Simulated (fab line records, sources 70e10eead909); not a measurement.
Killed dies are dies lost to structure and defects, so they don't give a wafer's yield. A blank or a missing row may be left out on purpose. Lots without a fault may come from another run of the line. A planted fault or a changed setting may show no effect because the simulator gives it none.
A struck lot beside a sound one | flow nand_harc | 15 steps out of a route of 1302
Sound: wafers L883.2, L883.3, L883.4. Struck: wafers L884.2, L884.3, L884.6. The cause comes at the end.
At each step with rows: each side's tool, then ch and its chambers, then its first start. Under that, the readings that differ: sound wafers | struck wafers | difference of the means | sigmas: that difference in standard deviations of wafers without a fault.
alike: readings whose means differ by less than 2 such deviations, and words and numbers that are the same on both sides. not compared: withheld readings, readings that some wafer has no value for, bounds like >300 that may hide the same value, and numbers for which the record gives no deviation and whose values overlap.
The two part at a step that has a row with sigmas, a row that says differs or no value, or rows on one side only. Numbers that don't overlap but have no deviation are shown without sigmas and don't part them. A reading that every wafer of one side lacks parts them only if that side has two wafers or more.

NHARC_A_CONTACT_CD_MEAS_42: target cd 300 nm.
  sound on cd_sem-01 ch 0, day 27 18:50; struck on cd_sem-03 ch 0, day 27 12:38
  alike: cd_nm
NHARC_A_CONTACT_OVL_MEAS_43:
  sound on overlay-02, day 27 18:55; struck on overlay-01, day 27 12:43
  alike: overlay_x_nm, overlay_y_nm
NHARC_A_CONTACT_INSPECT_44:
  sound on defect_inspect-01, day 27 18:58; struck on defect_inspect-01, day 27 12:45
  alike: raw_defect_count
NHARC_A_CONTACT_DESCUM_47: chemistry O2, time 3 s.
  sound on rie_diel-06 ch 0,2,3, day 27 19:01; struck on rie_diel-12 ch 0,2,3, day 27 12:50
  reading                | sound                | struck               | difference | sigmas
  oes_product_au (a.u.)  | 0.985 0.987 1.003    | 1.042 1.003 1.024    | +0.031     | +3
  throttle_valve_pct (%) | 11.318 11.304 11.340 | 11.309 11.298 11.300 | -0.018     | -2
  alike: drypump_motor_current_A, rf_vpp_V, showerhead_plenum_p_Torr
  not compared: rf_hours_counter_h
NHARC_A_CONTACT_ETCH_48: etches the open film in CF4, target depth 39 nm, time 65 s.
  sound on rie_diel-06 ch 0,2,3, day 27 19:08; struck on rie_diel-12 ch 0,2,3, day 27 12:55
  reading      | sound             | struck            | difference | sigmas
  rf_vpp_V (V) | 148.3 150.2 148.5 | 153.5 150.2 151.9 | +2.9       | +2
  alike: bias_w, cf4_flow_sccm, drypump_motor_current_A, oes_product_au, showerhead_plenum_p_Torr, throttle_valve_pct
  not compared: rf_hours_counter_h
then, 2 steps without rows for these wafers: NHARC_A_CONTACT_ETCH_49 (etches the open film in N2/H2, target depth 260 nm, time 475.3 s); NHARC_A_CONTACT_ETCH_50 (etches the open film in CF4/CHF3, target depth 121 nm, time 60.5 s).
NHARC_A_CONTACT_ETCH_51: etches the open film in O2/COS, target depth 7000 nm, time 1820 s.
  sound on rie_diel-06 ch 1,2,3; struck on rie_diel-12 ch 0,2,3
  reading               | sound             | struck            | difference | sigmas
  oes_product_au (a.u.) | 1.006 0.985 0.997 | 1.032 0.994 1.024 | +0.021     | +2
  alike: bias_w, chamber_pressure_mTorr, drypump_motor_current_A, rf_vpp_V, showerhead_plenum_p_Torr, throttle_valve_pct
  not compared: rf_hours_counter_h
then, 1 step without rows for these wafers: NHARC_A_CONTACT_ETCH_111 (etches the open film in C4F8/O2/Ar, time 140 s, target depth 700 nm).
NHARC_A_CONTACT_ETCH_112: etches the open film in C4F8/O2/Ar, time 190 s, target depth 1850 nm.
  sound on har_cap_etch-02 ch 0,1, day 27 21:32; struck on har_cap_etch-02 ch 0,1, day 27 14:56
  alike: chamber_pressure_mTorr, oes_air_line_au
  not compared: rf_hours_counter_h
then, 2 steps without rows for these wafers: NHARC_A_CONTACT_ETCH_113 (etches the open film in C4F8/O2/Ar, time 190 s, target depth 1850 nm); NHARC_A_CONTACT_ETCH_114 (etches the open film in C4F8/O2/Ar, time 190 s, target depth 1850 nm).
NHARC_A_CONTACT_ETCH_115: etches the open film in C4F8/O2/Ar, time 190 s, target depth 1850 nm.
  sound on har_cap_etch-02 ch 0,1, day 27 22:13; struck on har_cap_etch-02 ch 0,1, day 27 15:37
  no value came back on the struck wafers for chamber_pressure_mTorr (mTorr), oes_air_line_au (a.u.); on the sound wafers chamber_pressure_mTorr (mTorr) reads 20.005 20.019 19.984
  not compared: rf_hours_counter_h
NHARC_A_CONTACT_ETCH_116: etches the open film in C4F8/O2/Ar, time 190 s, target depth 1850 nm.
  sound on har_cap_etch-02 ch 0,1, day 27 22:26; struck on har_cap_etch-02 ch 0,1, day 27 15:51
  alike: chamber_pressure_mTorr, oes_air_line_au
  not compared: rf_hours_counter_h
-- the record jumps here: 3 days lie between the struck wafers' starts before and after (it left off in module A_CONTACT and takes up again in module END, whose first step shown is number 1302 of the route) --
NHARC_END_SORT_01:
  the record has rows for the struck wafers here (prober-02 ch 0, day 30 17:36) and none for the sound ones

WHERE THEY PART
First at NHARC_A_CONTACT_DESCUM_47; last, within this record, at NHARC_END_SORT_01.

WHY: what the simulator had put in
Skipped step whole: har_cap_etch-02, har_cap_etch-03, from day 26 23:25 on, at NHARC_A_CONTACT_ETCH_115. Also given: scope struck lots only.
